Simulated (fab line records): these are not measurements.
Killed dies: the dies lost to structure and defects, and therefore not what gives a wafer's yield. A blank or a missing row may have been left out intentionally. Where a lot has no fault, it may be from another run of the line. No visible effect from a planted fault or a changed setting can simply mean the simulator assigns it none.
Split-lot study ; flow n5Finfet ; 21 wafers read across 7 lots, on a route 1938 steps long

SPLIT DETAILS
At N5_BEOL_M11_ETCH_66 (etches SOC in N2/H2, target depth 120 nm, overetch 24 nm, time 180 s), the setting timeS was moved away from the recipe's 180 s on 8 of the 21 wafers read, by -18.1% to +10.8%. For the rest of the wafers, this setting stayed at what the recipe calls for.

The split's own step is where the reading is taken.

THE READING
SiARC_of_BEOL_M11_COAT_64.thkNm (the simulator's own value, which no gauge read), in nm, at N5_BEOL_M11_ETCH_66 (etches SOC in N2/H2, target depth 120 nm, overetch 24 nm, time 180 s). There is no usual value for it anywhere in the file. Here, 13 wafers ran the recipe; their average is 22.7 nm with a standard deviation of 0.26 nm.

wafer;tool, chamber at the split;timeS as run, s;against the recipe;SiARC_of_BEOL_M11_COAT_64.thkNm, nm;against lot-mates on the recipe
L079.1;rieDiel-06, 3;180;recipe;22.4;-
L079.3;rieDiel-06, 1;180;recipe;23;-
L079.6;rieDiel-06, 1;180;recipe;23;-
L082.3;rieDiel-06, 1;180;recipe;23;-
L082.4;rieDiel-06, 0;168.2;-6.6%;23.6;+0.6
L082.5;rieDiel-06, 0;168.2;-6.6%;23.4;+0.4
L080.1;rieDiel-01, 0;199.5;+10.8%;22;-0.8
L080.2;rieDiel-01, 1;180;recipe;22.8;-
L080.4;rieDiel-01, 2;199.5;+10.8%;21.6;-1.2
L083.2;rieDiel-01, 0;180;recipe;22.8;-
L083.3;rieDiel-01, 2;180;recipe;22.4;-
L083.6;rieDiel-01, 2;180;recipe;22.4;-
L092.1;rieDiel-06, 1;180;recipe;22.6;-
L092.5;rieDiel-06, 3;180;recipe;22.4;-
L092.6;rieDiel-06, 0;180;recipe;23;-
L090.3;rieDiel-06, 1;180;recipe;22.4;-
L090.5;rieDiel-06, 0;147.4;-18.1%;24.2;+1.8
L090.6;rieDiel-06, 1;147.4;-18.1%;23.8;+1.4
L096.2;rieDiel-01, 2;153.8;-14.6%;23.6;+1.2
L096.3;rieDiel-01, 1;153.8;-14.6%;24;+1.6
L096.6;rieDiel-01, 2;180;recipe;22.4;-

THE FIT
A straight line over all 21 wafers: SiARC_of_BEOL_M11_COAT_64.thkNm changes by -0.0786 nm for each +1% of timeS; r = -0.92; the points scatter about the line by 0.27 nm.
The same after taking each lot's own level away (the mean of its wafers on the recipe; 21 wafers): -0.091 nm for each +1%; r = -0.96; scatter 0.21 nm.
According to that fit, moving timeS by its largest amount changes the reading by 1.6 nm.
The span of the lots' own levels, 22.40 to 23.00 nm, comes to 2.3 times the standard deviation stated above.
Hence the slope depends on the lot-to-lot level, as the two fits are not the same.
Check: with one of the wafers moved furthest among these (-18.1%) left out of the fit, the line predicts +1.59 nm for it against its lot-mates. Against them it came out at +1.8 nm.

THE OTHER SPLITS THESE WAFERS WENT THROUGH
Before the reading, these wafers also passed through other splits. Each is held against what the fit with the lots' levels taken away leaves over:
other split on the same wafers;wafers away from the commonest value;r with SiARC_of_BEOL_M11_COAT_64.thkNm (lot level and that fit taken away)
N5_BEOL_M8_TRENCH_ETCH_37 timeS;7;-0.22
N5_BEOL_M10_EXPOSE_08 doseMj;6;+0.19
N5_BEOL_M10_PEB_26 pebTimeS;9;-0.25

FILE'S OWN FIT
SiARC_of_BEOL_M11_COAT_64.thkNm changes by -0.0906 nm for each +1% of timeS, r = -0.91.
